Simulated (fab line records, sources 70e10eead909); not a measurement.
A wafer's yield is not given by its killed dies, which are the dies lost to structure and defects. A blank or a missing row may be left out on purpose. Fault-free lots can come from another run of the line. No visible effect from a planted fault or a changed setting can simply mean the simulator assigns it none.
fab line records -- flow nand-harc -- part 1 of 2: steps 1 to 27 of 34
[record] lots = 5, wafers = 15, last-day = 33
route steps=1302 shown A_STAIRCASE@643
lots untouched by any fault: they come from a run of this same line in which no faults occurred
start-h: hours from the record's opening day to when the first of the lot's shown wafers began -- wait-h: how many hours have passed since the lot's step before this one -- " same as the row above -- L1.1+2: several wafers, shown together as one row -- - value missing, or start not given -- * or withheld: withheld -- < > ~ a bound
route shown NAME@n: NAME is a module with steps in the file, n the number in the route of the first one -- usual: mean/standard deviation of fault-free wafers -- same: alike in all rows -- chamber/n: place in a boat -- sites: readings site by site -- _std_site: standard deviation of those values -- _edge_site: mean of outer sites minus mean of inner sites -- radius-mm: how far each site lies from the wafer's centre -- mask NAME#n: copy n -- behind: tool/chamber where the wafer was last shaped -- hold: why the lot was held/for how many hours/how that ended -- device: the transistor (n, p or np) that didn't switch -- end of line: tests of these same wafers at the route's end -- step lacking rows: just its recipe -- killed: count of dies lost to structure and defects at first sort (not the wafer's yield) -- map: per-die view of a wafer (x killed, . not killed, _ where there is no die)
set.NAME: the setting as run; set.NAME@STEP: as run at that earlier step -- model.NAME: the simulator's own value behind a step, which no gauge read
a table for each step, a row for each wafer; lots at some steps of the route
services: the hour from which a tool's chamber was out of use, counted from the record's first day as start-h (under 0 if before that day), plus the number of hours and why
[[steps]]
[step NHARC_A_STAIRCASE_SOFTBAKE_161]
[recipe] temp-c = 135, time-s = 170
lot.wafer,tool,chamber,start-h,wait-h
L080.3+5+6,litho-track-07,0,-,-
L085.1+5+6,litho-track-07,0,-,-
L084.1+3+5,litho-track-07,0,-,-
L093.2+4+6,litho-track-07,0,-,-
L096.1+2+6,litho-track-07,0,-,-
[step NHARC_A_STAIRCASE_EBR_162]
lot.wafer,tool,chamber,start-h,wait-h
L080.3+5+6,litho-track-07,0,-,-
L085.1+5+6,litho-track-07,0,-,-
L084.1+3+5,litho-track-07,0,-,-
L093.2+4+6,litho-track-07,0,-,-
L096.1+2+6,litho-track-07,0,-,-
[step NHARC_A_STAIRCASE_EXPOSE_163]
[recipe] na = 0.5, dose-mj = 20.01, mask-id = STAIR_OPEN
lot.wafer,tool,chamber,start-h,wait-h,mask
L080.3+5+6,krf-scanner-01,0,407.92,-,STAIR_OPEN#0
L085.1+5+6,krf-scanner-01,0,451.21,-,STAIR_OPEN#0
L084.1+3+5,krf-scanner-01,0,454.22,-,STAIR_OPEN#0
L093.2+4+6,krf-scanner-01,0,538.56,-,STAIR_OPEN#0
L096.1+2+6,krf-scanner-04,0,568.54,-,STAIR_OPEN#0
[step NHARC_A_STAIRCASE_PEB_164]
[recipe] peb-temp-c = 115, peb-time-s = 130
lot.wafer,tool,chamber,start-h,wait-h
L080.3+5+6,litho-track-07,0,407.99,0.1
L085.1+5+6,litho-track-02,0,451.27,0.1
L084.1+3+5,litho-track-07,0,454.29,0.1
L093.2+4+6,litho-track-03,0,538.62,0.1
L096.1+2+6,litho-track-07,0,568.61,0.1
[step NHARC_A_STAIRCASE_DEVELOP_165]
[recipe] time-s = 140
lot.wafer,tool,chamber,start-h,wait-h
L080.3+5+6,litho-track-07,0,-,-
L085.1+5+6,litho-track-02,0,-,-
L084.1+3+5,litho-track-07,0,-,-
L093.2+4+6,litho-track-03,0,-,-
L096.1+2+6,litho-track-07,0,-,-
[step NHARC_A_STAIRCASE_HARDBAKE_167]
[recipe] temp-c = 120, time-s = 140
lot.wafer,tool,chamber,start-h,wait-h
L080.3+5+6,litho-track-07,0,408.21,-
L085.1+5+6,litho-track-07,0,451.49,-
L084.1+3+5,litho-track-07,0,454.51,-
L093.2+4+6,litho-track-02,0,538.85,-
L096.1+2+6,litho-track-07,0,568.82,-
[step NHARC_A_STAIRCASE_DESCUM_168]
[recipe] time-s = 3, o2-flow-sccm = 200, ar-flow-sccm = 0, bias-power-w = 0, chemistry = O2
[usual] drypump-motor-current-A = 6.0/0.36, oes-product-au = 1.001/0.0066, rf-vpp-V = 58.0/0.92, showerhead-plenum-p-Torr = 1.95/0.095, throttle-valve-pct = 11.311/0.0099
lot.wafer,tool,chamber,start-h,wait-h,drypump-motor-current-A,oes-product-au,rf-hours-counter-h,rf-vpp-V,showerhead-plenum-p-Torr,throttle-valve-pct
L080.3,rie-diel-04,3,408.30,-,5.4,0.996,14,58.1,2.07,11.295
L080.5,rie-diel-04,3,408.30,-,5.5,1.002,-,60.3,2.07,11.314
L080.6,rie-diel-04,0,408.30,-,6.2,1.001,-,57.6,1.82,11.308
L085.1,rie-diel-04,1,451.61,-,6.3,1.005,32,57.3,1.85,11.302
L085.5,rie-diel-04,2,451.61,-,6.2,1.004,-,59.1,1.96,11.312
L085.6,rie-diel-04,3,451.61,-,5.5,1.007,-,58.8,2.07,11.305
L084.3,rie-diel-01,0,454.60,-,5.6,1.005,20,57.4,1.84,11.312
L084.1,rie-diel-01,2,454.60,-,6.1,1.007,22,59.0,2.07,11.311
L084.5,rie-diel-01,1,454.60,-,5.4,1.011,-,56.6,1.86,11.311
L093.2,rie-diel-06,1,539.01,-,6.4,0.998,16,58.3,2.05,11.314
L093.4,rie-diel-06,2,539.01,-,6.4,1.006,-,57.8,1.94,11.291
L093.6,rie-diel-06,1,539.01,-,6.4,0.991,-,56.9,2.05,11.307
L096.1,rie-diel-06,0,568.93,-,5.9,1.000,28,57.8,1.88,11.315
L096.2,rie-diel-06,1,568.93,-,6.4,0.995,27,58.6,2.05,11.309
L096.6,rie-diel-06,3,568.93,-,6.5,0.986,-,58.1,2.02,11.318
[step NHARC_A_STAIRCASE_ETCH_169]
[recipe] target-depth-a = 500, time-s = 107.1, ion-energy-ev = 120, ch3f-flow-sccm = 50, o2-flow-sccm = 30, ar-flow-sccm = 200, rf-w = 500, bias-w = 100, chemistry = CH3F/O2
[usual] drypump-motor-current-A = 6.0/0.38, oes-product-au = 0.960/0.018, rf-vpp-V = 244.7/1.8, showerhead-plenum-p-Torr = 2.49/0.12, throttle-valve-pct = 20.663/0.0095
lot.wafer,tool,chamber,start-h,wait-h,drypump-motor-current-A,oes-product-au,rf-hours-counter-h,rf-vpp-V,showerhead-plenum-p-Torr,throttle-valve-pct
L080.3,rie-diel-04,2,408.38,0.1,6.3,0.951,15,244.6,2.52,20.666
L080.6,rie-diel-04,2,408.38,0.1,6.3,0.960,-,244.9,2.52,20.687
L080.5,rie-diel-04,3,408.38,0.1,5.4,0.946,-,246.6,2.65,20.670
L085.1,rie-diel-04,2,451.69,0.1,6.3,0.963,33,244.3,2.52,20.659
L085.6,rie-diel-04,0,451.69,0.1,6.2,0.982,-,244.4,2.34,20.690
L085.5,rie-diel-04,1,451.69,0.1,6.3,0.979,-,243.3,2.38,20.664
L084.3,rie-diel-01,0,454.68,0.1,5.7,0.963,20,243.4,2.36,20.655
L084.1,rie-diel-01,1,454.68,0.1,5.4,0.961,22,243.8,2.39,20.665
L084.5,rie-diel-01,1,454.68,0.1,5.4,0.954,-,242.6,2.40,20.658
L093.2,rie-diel-06,1,539.24,0.2,6.4,0.923,16,246.7,2.63,20.661
L093.6,rie-diel-06,1,539.24,0.2,6.4,0.941,-,246.0,2.63,20.661
L093.4,rie-diel-06,2,539.24,0.2,6.4,0.947,-,243.6,2.49,20.656
L096.1,rie-diel-06,2,569.00,0.1,6.5,0.963,24,245.3,2.49,20.662
L096.2,rie-diel-06,0,569.00,0.1,6.0,0.972,28,244.5,2.42,20.683
L096.6,rie-diel-06,2,569.00,0.1,6.5,0.963,-,243.6,2.49,20.661
[step NHARC_A_STAIRCASE_ETCH_170]
[recipe] target-depth-a = 2000, time-s = 66.667, ion-energy-ev = 250, c4f6-flow-sccm = 25, o2-flow-sccm = 20, ar-flow-sccm = 500, rf-w = 600, bias-w = 500, chemistry = C4F6/O2
[usual] drypump-motor-current-A = 6.1/0.37, oes-product-au = 0.976/0.011, rf-vpp-V = 548/3.7, showerhead-plenum-p-Torr = 3.99/0.18, throttle-valve-pct = 26.902/0.0091
lot.wafer,tool,chamber,start-h,wait-h,drypump-motor-current-A,oes-product-au,rf-hours-counter-h,rf-vpp-V,showerhead-plenum-p-Torr,throttle-valve-pct
L080.3,rie-diel-04,3,-,-,5.5,0.962,14,552,4.22,26.905
L080.5,rie-diel-04,1,-,-,6.3,0.976,-,544,3.81,26.904
L080.6,rie-diel-04,2,-,-,6.3,0.977,-,549,4.02,26.912
L085.1,rie-diel-04,3,-,-,5.5,0.980,25,553,4.21,26.913
L085.6,rie-diel-04,2,-,-,6.3,0.973,-,550,4.01,26.898
L085.5,rie-diel-04,3,-,-,5.4,0.965,-,552,4.21,26.902
L084.3,rie-diel-01,1,-,-,5.4,0.977,22,544,3.83,26.907
L084.1,rie-diel-01,3,-,-,5.9,0.977,17,552,4.18,26.906
L084.5,rie-diel-01,2,-,-,6.1,0.992,-,552,4.21,26.912
L093.2,rie-diel-06,0,-,-,6.0,0.977,17,545,3.87,26.914
L093.4,rie-diel-06,1,-,-,6.4,0.973,-,552,4.18,26.904
L093.6,rie-diel-06,0,-,-,6.0,0.982,-,546,3.87,26.909
L096.1,rie-diel-06,0,-,-,5.9,0.974,29,547,3.86,26.915
L096.2,rie-diel-06,2,-,-,6.5,0.977,24,546,3.97,26.911
L096.6,rie-diel-06,0,-,-,6.0,0.968,-,545,3.86,26.889
[step NHARC_A_STAIRCASE_STRIP_171]
[recipe] power-w = 1500, temp-c = 250, chemistry = O2
[usual] drypump-motor-current-A = 5.5/0.37, heater-power-w = 337/52
lot.wafer,tool,chamber,start-h,wait-h,drypump-motor-current-A,heater-power-w,rf-hours-counter-h
L080.3,plasma-asher-01,0,408.73,-,5.1,294,-
L080.5,plasma-asher-01,0,408.73,-,5.1,290,-
L080.6,plasma-asher-01,1,408.73,-,5.6,294,-
L085.1,plasma-asher-02,1,451.90,-,6.0,324,3
L085.5,plasma-asher-02,1,451.90,-,6.0,335,-
L085.6,plasma-asher-02,0,451.90,-,5.2,402,-
L084.1,plasma-asher-02,0,454.91,-,5.2,409,4
L084.3,plasma-asher-02,1,454.91,-,6.0,326,-
L084.5,plasma-asher-02,1,454.91,-,6.0,329,-
L093.2,plasma-asher-02,1,539.74,-,6.0,330,23
L093.4,plasma-asher-02,0,539.74,-,5.2,397,-
L093.6,plasma-asher-02,0,539.74,-,5.3,403,-
L096.2,plasma-asher-02,1,569.30,-,6.1,335,28
L096.1,plasma-asher-02,0,569.30,-,5.2,407,28
L096.6,plasma-asher-02,0,569.30,-,5.3,407,-
[step NHARC_A_STAIRCASE_STRIP_172]
[recipe] time-s = 900, temp-c = 130, chemistry = SPM
lot.wafer,tool,chamber,start-h,wait-h
L080.3+6+5,wet-bench-02,"7,1,2",408.99,0.2
L085.5+6+1,wet-bench-07,"2,4,7",452.25,0.1
L084.3+5+1,wet-bench-02,"7,0,2",455.26,0.2
L093.2+4+6,wet-bench-07,"5,6,1",540.04,0.3
L096.1+2+6,wet-bench-06,"1,4,6",569.65,0.3
[step NHARC_A_STAIRCASE_PRECLEAN_173]
[recipe] time-s = *, temp-c = 50, bath-age-min = 0, chemistry = SC1
lot.wafer,tool,chamber,start-h,wait-h
L080.3+6+5,wet-bench-02,"7,1,2",-,-
L085.5+6+1,wet-bench-07,"2,4,7",-,-
L084.3+5+1,wet-bench-02,"7,0,2",-,-
L093.2+4+6,wet-bench-07,"5,6,1",-,-
L096.1+2+6,wet-bench-06,"1,4,6",-,-
[step NHARC_A_STAIRCASE_SRD_174]
lot.wafer,tool,chamber,start-h,wait-h
L080.3+6+5,wet-bench-02,"7,1,2",-,-
L085.5+6+1,wet-bench-07,"2,4,7",-,-
L084.3+5+1,wet-bench-02,"7,0,2",-,-
L093.2+4+6,wet-bench-07,"5,6,1",-,-
L096.1+2+6,wet-bench-06,"1,4,6",-,-
[step NHARC_A_STAIRCASE_DEHYDRATE_01]
[recipe] temp-c = 150, time-s = 120
lot.wafer,tool,chamber,start-h,wait-h
L080.3+5+6,litho-track-03,0,409.44,-
L085.1+5+6,litho-track-07,0,452.70,-
L084.1+3+5,litho-track-07,0,455.82,-
L093.2+4+6,litho-track-07,0,540.50,-
L096.1+2+6,litho-track-02,0,570.11,-
[step NHARC_A_STAIRCASE_HMDS_02]
[recipe] time-s = 30
lot.wafer,tool,chamber,start-h,wait-h
L080.3+5+6,litho-track-03,0,-,-
L085.1+5+6,litho-track-07,0,-,-
L084.1+3+5,litho-track-07,0,-,-
L093.2+4+6,litho-track-07,0,-,-
L096.1+2+6,litho-track-02,0,-,-
[step NHARC_A_STAIRCASE_COAT_03]
[recipe] spin-rpm = 1200
lot.wafer,tool,chamber,start-h,wait-h
L080.3+5+6,litho-track-03,0,-,-
L085.1+5+6,litho-track-07,0,-,-
L084.1+3+5,litho-track-07,0,-,-
L093.2+4+6,litho-track-07,0,-,-
L096.1+2+6,litho-track-02,0,-,-
[step NHARC_A_STAIRCASE_SOFTBAKE_04]
[recipe] temp-c = 135, time-s = 170
lot.wafer,tool,chamber,start-h,wait-h
L080.3+5+6,litho-track-03,0,-,-
L085.1+5+6,litho-track-07,0,-,-
L084.1+3+5,litho-track-07,0,-,-
L093.2+4+6,litho-track-07,0,-,-
L096.1+2+6,litho-track-02,0,-,-
[step NHARC_A_STAIRCASE_EBR_05]
lot.wafer,tool,chamber,start-h,wait-h
L080.3+5+6,litho-track-03,0,-,-
L085.1+5+6,litho-track-07,0,-,-
L084.1+3+5,litho-track-07,0,-,-
L093.2+4+6,litho-track-07,0,-,-
L096.1+2+6,litho-track-02,0,-,-
[step NHARC_A_STAIRCASE_EXPOSE_06]
[recipe] na = 0.5, dose-mj = 25.43, mask-id = STAIR
lot.wafer,tool,chamber,start-h,wait-h,mask
L080.3+5+6,krf-scanner-02,0,409.78,-,STAIR#0
L085.1+5+6,krf-scanner-04,0,452.91,-,STAIR#0
L084.1+3+5,krf-scanner-01,0,456.15,-,STAIR#0
L093.2+4+6,krf-scanner-01,0,540.71,-,STAIR#0
L096.1+2+6,krf-scanner-04,0,570.44,-,STAIR#0
[step NHARC_A_STAIRCASE_PEB_07]
[recipe] peb-temp-c = 115, peb-time-s = 130
lot.wafer,tool,chamber,start-h,wait-h
L080.3+5+6,litho-track-03,0,409.84,0.1
L085.1+5+6,litho-track-07,0,452.98,0.1
L084.1+3+5,litho-track-02,0,456.22,0.1
L093.2+4+6,litho-track-07,0,540.77,0.1
L096.1+2+6,litho-track-07,0,570.51,0.1
[step NHARC_A_STAIRCASE_DEVELOP_08]
[recipe] time-s = 140
lot.wafer,tool,chamber,start-h,wait-h
L080.3+5+6,litho-track-03,0,-,-
L085.1+5+6,litho-track-07,0,-,-
L084.1+3+5,litho-track-02,0,-,-
L093.2+4+6,litho-track-07,0,-,-
L096.1+2+6,litho-track-07,0,-,-
[step NHARC_A_STAIRCASE_HARDBAKE_10]
[recipe] temp-c = 120, time-s = 140
lot.wafer,tool,chamber,start-h,wait-h
L080.3+5+6,litho-track-03,0,410.06,-
L085.1+5+6,litho-track-07,0,453.19,-
L084.1+3+5,litho-track-07,0,456.44,-
L093.2+4+6,litho-track-07,0,540.99,-
L096.1+2+6,litho-track-02,0,570.72,-
[step NHARC_A_STAIRCASE_DESCUM_11]
[recipe] time-s = 3, o2-flow-sccm = 200, ar-flow-sccm = 0, bias-power-w = 0, chemistry = O2
[usual] drypump-motor-current-A = 6.1/0.36, oes-product-au = 1.003/0.0069, rf-vpp-V = 57.9/0.9, showerhead-plenum-p-Torr = 1.95/0.092, throttle-valve-pct = 11.311/0.01
lot.wafer,tool,chamber,start-h,wait-h,drypump-motor-current-A,oes-product-au,rf-hours-counter-h,rf-vpp-V,showerhead-plenum-p-Torr,throttle-valve-pct
L080.3,rie-diel-04,0,410.84,-,6.2,0.998,14,56.5,1.82,11.314
L080.5,rie-diel-04,3,410.84,-,5.5,0.995,-,57.5,2.07,11.304
L080.6,rie-diel-04,0,410.84,-,6.2,1.003,-,57.6,1.82,11.325
L085.1,rie-diel-01,0,453.30,-,5.6,1.013,19,57.7,1.84,11.302
L085.5,rie-diel-01,3,453.30,-,5.9,1.011,-,57.7,2.05,11.310
L085.6,rie-diel-01,0,453.30,-,5.7,1.016,-,56.5,1.84,11.323
L084.3,rie-diel-06,1,456.54,-,6.4,0.996,45,57.3,2.06,11.295
L084.1,rie-diel-06,2,456.54,-,6.5,1.000,41,58.3,1.95,11.297
L084.5,rie-diel-06,0,456.54,-,6.0,0.998,-,57.0,1.89,11.297
L093.2,rie-diel-06,2,541.10,-,6.5,1.018,15,58.5,1.94,11.320
L093.6,rie-diel-06,1,541.10,-,6.4,0.996,-,59.7,2.05,11.326
L093.4,rie-diel-06,2,541.10,-,6.4,0.997,-,57.6,1.94,11.315
L096.2,rie-diel-06,2,570.81,-,6.5,1.000,24,57.3,1.94,11.334
L096.1,rie-diel-06,1,570.81,-,6.4,1.001,27,58.8,2.05,11.316
L096.6,rie-diel-06,2,570.81,-,6.5,1.002,-,57.9,1.94,11.318
[step NHARC_A_STAIRCASE_TRIM_12]
[recipe] time-s = 211.2, o2-flow-sccm = 500, ar-flow-sccm = 0, bias-w = 0, chemistry = O2
[usual] drypump-motor-current-A = 6.1/0.36, oes-product-au = 1.002/0.0078, rf-vpp-V = 57.9/0.98, showerhead-plenum-p-Torr = 3.60/0.16, throttle-valve-pct = 17.036/0.009
lot.wafer,tool,chamber,start-h,wait-h,drypump-motor-current-A,oes-product-au,rf-hours-counter-h,rf-vpp-V,showerhead-plenum-p-Torr,throttle-valve-pct
L080.3,rie-diel-04,3,410.95,0.1,5.5,0.998,15,57.6,3.80,17.035
L080.5,rie-diel-04,2,410.95,0.1,6.3,1.004,-,55.5,3.62,17.027
L080.6,rie-diel-04,3,410.95,0.1,5.5,1.004,-,58.7,3.80,17.033
L085.1,rie-diel-01,2,453.37,0.1,6.1,1.013,22,58.2,3.80,17.045
L085.6,rie-diel-01,2,453.37,0.1,6.1,1.002,-,57.6,3.80,17.035
L085.5,rie-diel-01,3,453.37,0.1,5.9,1.009,-,59.2,3.76,17.024
L084.1,rie-diel-06,3,456.63,0.1,6.5,1.014,45,58.2,3.72,17.040
L084.3,rie-diel-06,0,456.63,0.1,6.0,1.011,47,57.8,3.49,17.033
L084.5,rie-diel-06,3,456.63,0.1,6.5,1.013,-,60.3,3.72,17.055
L093.2,rie-diel-06,0,541.20,0.1,6.0,0.998,18,60.1,3.48,17.040
L093.6,rie-diel-06,2,541.20,0.1,6.5,1.006,-,57.0,3.58,17.041
L093.4,rie-diel-06,1,541.20,0.1,6.4,0.995,-,59.2,3.77,17.034
L096.1,rie-diel-06,1,570.93,0.1,6.4,0.988,27,57.9,3.76,17.026
L096.2,rie-diel-06,2,570.93,0.1,6.5,0.995,24,56.6,3.57,17.032
L096.6,rie-diel-06,0,570.93,0.1,6.0,0.999,-,57.3,3.47,17.031
[step NHARC_A_STAIRCASE_ETCH_13]
[recipe] target-depth-a = 1000, time-s = 40.5, ion-energy-ev = 400, c4f8-flow-sccm = 20, o2-flow-sccm = 10, ar-flow-sccm = withheld, rf-w = 600, bias-w = 1000, chemistry = C4F8/O2
[usual] oes-product-au = 0.948/0.0099, rf-vpp-V = 898/5.6
lot.wafer,tool,chamber,start-h,wait-h,oes-product-au,rf-hours-counter-h,rf-vpp-V
L080.3,rie-diel-04,0,-,-,0.939,14,892
L080.5,rie-diel-04,2,-,-,0.930,-,899
L080.6,rie-diel-04,3,-,-,0.934,-,904
L085.1,rie-diel-01,2,-,-,0.949,22,906
L085.6,rie-diel-01,3,-,-,0.941,-,902
L085.5,rie-diel-01,0,-,-,0.961,-,891
L084.1,rie-diel-06,1,-,-,0.953,45,906
L084.3,rie-diel-06,3,-,-,0.932,45,905
L084.5,rie-diel-06,1,-,-,0.942,-,905
L093.2,rie-diel-06,2,-,-,0.942,16,897
L093.6,rie-diel-06,1,-,-,0.941,-,904
L093.4,rie-diel-06,0,-,-,0.950,-,895
L096.2,rie-diel-06,2,-,-,0.951,24,899
L096.1,rie-diel-06,3,-,-,0.946,18,903
L096.6,rie-diel-06,2,-,-,0.957,-,898
[step NHARC_A_STAIRCASE_TRIM_14]
[recipe] time-s = 211.2, o2-flow-sccm = 500, ar-flow-sccm = 0, bias-w = 0, chemistry = O2
[usual] drypump-motor-current-A = 6.1/0.36, oes-product-au = 1.002/0.0066, rf-vpp-V = 57.9/0.86, showerhead-plenum-p-Torr = 3.59/0.16, throttle-valve-pct = 17.037/0.0093
lot.wafer,tool,chamber,start-h,wait-h,drypump-motor-current-A,oes-product-au,rf-hours-counter-h,rf-vpp-V,showerhead-plenum-p-Torr,throttle-valve-pct
L080.3,rie-diel-04,3,-,-,5.5,0.999,15,56.7,3.80,17.041
L080.5,rie-diel-04,1,-,-,6.3,1.006,-,57.3,3.42,17.034
L080.6,rie-diel-04,2,-,-,6.3,1.001,-,57.7,3.62,17.028
L085.1,rie-diel-01,1,-,-,5.4,0.998,22,57.8,3.44,17.033
L085.6,rie-diel-01,2,-,-,6.1,1.005,-,58.8,3.80,17.045
L085.5,rie-diel-01,3,-,-,5.9,0.999,-,57.8,3.77,17.042
L084.3,rie-diel-06,2,-,-,6.5,1.002,42,58.4,3.59,17.032
L084.1,rie-diel-06,3,-,-,6.5,1.000,45,59.2,3.72,17.045
L084.5,rie-diel-06,0,-,-,6.0,1.003,-,58.5,3.49,17.028
L093.2,rie-diel-06,0,-,-,6.0,1.005,18,58.2,3.48,17.051
L093.6,rie-diel-06,2,-,-,6.4,1.000,-,58.2,3.58,17.037
L093.4,rie-diel-06,0,-,-,6.0,0.999,-,55.7,3.48,17.036
L096.1,rie-diel-06,0,-,-,6.0,1.001,29,58.9,3.47,17.036
L096.2,rie-diel-06,1,-,-,6.4,1.000,27,58.2,3.76,17.019
L096.6,rie-diel-06,1,-,-,6.4,1.003,-,59.2,3.76,17.026
[step NHARC_A_STAIRCASE_ETCH_15]
[recipe] target-depth-a = 1000, time-s = 40.5, ion-energy-ev = 400, c4f8-flow-sccm = 20, o2-flow-sccm = 10, ar-flow-sccm = withheld, rf-w = 600, bias-w = 1000, chemistry = C4F8/O2
[usual] oes-product-au = 0.945/0.0094, rf-vpp-V = 898/5.8
lot.wafer,tool,chamber,start-h,wait-h,oes-product-au,rf-hours-counter-h,rf-vpp-V
L080.3,rie-diel-04,1,-,-,0.950,16,892
L080.5,rie-diel-04,0,-,-,0.945,-,891
L080.6,rie-diel-04,1,-,-,0.937,-,892
L085.1,rie-diel-01,0,-,-,0.963,19,891
L085.6,rie-diel-01,2,-,-,0.949,-,904
L085.5,rie-diel-01,3,-,-,0.943,-,904
L084.3,rie-diel-06,0,-,-,0.924,47,895
L084.1,rie-diel-06,3,-,-,0.928,45,903
L084.5,rie-diel-06,0,-,-,0.926,-,895
L093.2,rie-diel-06,0,-,-,0.947,18,895
L093.4,rie-diel-06,2,-,-,0.938,-,898
L093.6,rie-diel-06,1,-,-,0.941,-,905
L096.1,rie-diel-06,2,-,-,0.954,24,898
L096.2,rie-diel-06,0,-,-,0.950,29,894
L096.6,rie-diel-06,3,-,-,0.937,-,902
